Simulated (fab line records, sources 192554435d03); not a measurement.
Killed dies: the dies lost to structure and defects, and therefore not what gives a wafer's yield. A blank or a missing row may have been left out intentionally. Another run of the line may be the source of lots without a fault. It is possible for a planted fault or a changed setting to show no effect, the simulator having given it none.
Chamber matching | flow n5Finfet | 3 sister chambers for N5_BEOL_M14_DEP_53 on pecvd-03
The step deposits SiCN from 3MS/NH3, target thk 50 nm, time 17.8 s. 14 wafers are shown with their chamber, then 7 later ones without.

## EACH WAFER AND ITS CHAMBER
wafer  | chamber | throttleValvePct (%) | showerheadPlenumPTorr (Torr)
L077.2 | 2       | 16.4                 | 4.187
L077.3 | 1       | 19.1                 | 4.191
L077.4 | 0       | 21.8                 | 4.148
L078.1 | 1       | 19.1                 | 4.198
L078.3 | 2       | 16.2                 | 4.197
L078.6 | 0       | 22.2                 | 4.141
L084.3 | 2       | 16.5                 | 4.199
L084.4 | 0       | 21.6                 | 4.158
L084.6 | 1       | 18.8                 | 4.207
L087.1 | 0       | 22.1                 | 4.141
L087.4 | 0       | 22.2                 | 4.133
L087.5 | 1       | 18.8                 | 4.191
L091.1 | 0       | 21.9                 | 4.148
L091.4 | 2       | 16.6                 | 4.192

SIGNATURES (averages over the wafers above)
reading               | chamber 0 | chamber 1 | chamber 2 | scatter within a chamber
throttleValvePct      | 21.967    | 18.950    | 16.425    | 0.207
showerheadPlenumPTorr | 4.14483   | 4.19675   | 4.19375   | 0.00752
Rule: a wafer's distance from a chamber is the root of the sum, over the readings, of the square of ((its reading less the chamber's mean) divided by the reading's scatter). If the next closest chamber is less than 2 further off than the closest, the wafer can't be placed; otherwise it belongs to the closest. How the scatter is found: for the shown wafers, subtract from each reading the mean of its chamber, square and add these, divide the total by (wafers less chambers), then take the root.

## WAFERS WITH NO CHAMBER GIVEN
wafer  | throttleValvePct (%) | showerheadPlenumPTorr (Torr)
L091.6 | 21.9                 | 4.149
L088.3 | 21.9                 | 4.147
L088.5 | 16.5                 | 4.199
L088.6 | 21.6                 | 4.149
L094.3 | 16.6                 | 4.199
L094.5 | 22.2                 | 4.140
L094.6 | 16.6                 | 4.191

## WHICH CHAMBER EACH ONE RAN IN
wafer  | from the rows above | in truth
L091.6 | 0                   | 0
L088.3 | 0                   | 0
L088.5 | 2                   | 2
L088.6 | 0                   | 0
L094.3 | 2                   | 2
L094.5 | 0                   | 0
L094.6 | 2                   | 2
Placed correctly: 7 of 7. Not placeable from these rows: 0. Wrongly placed: 0.
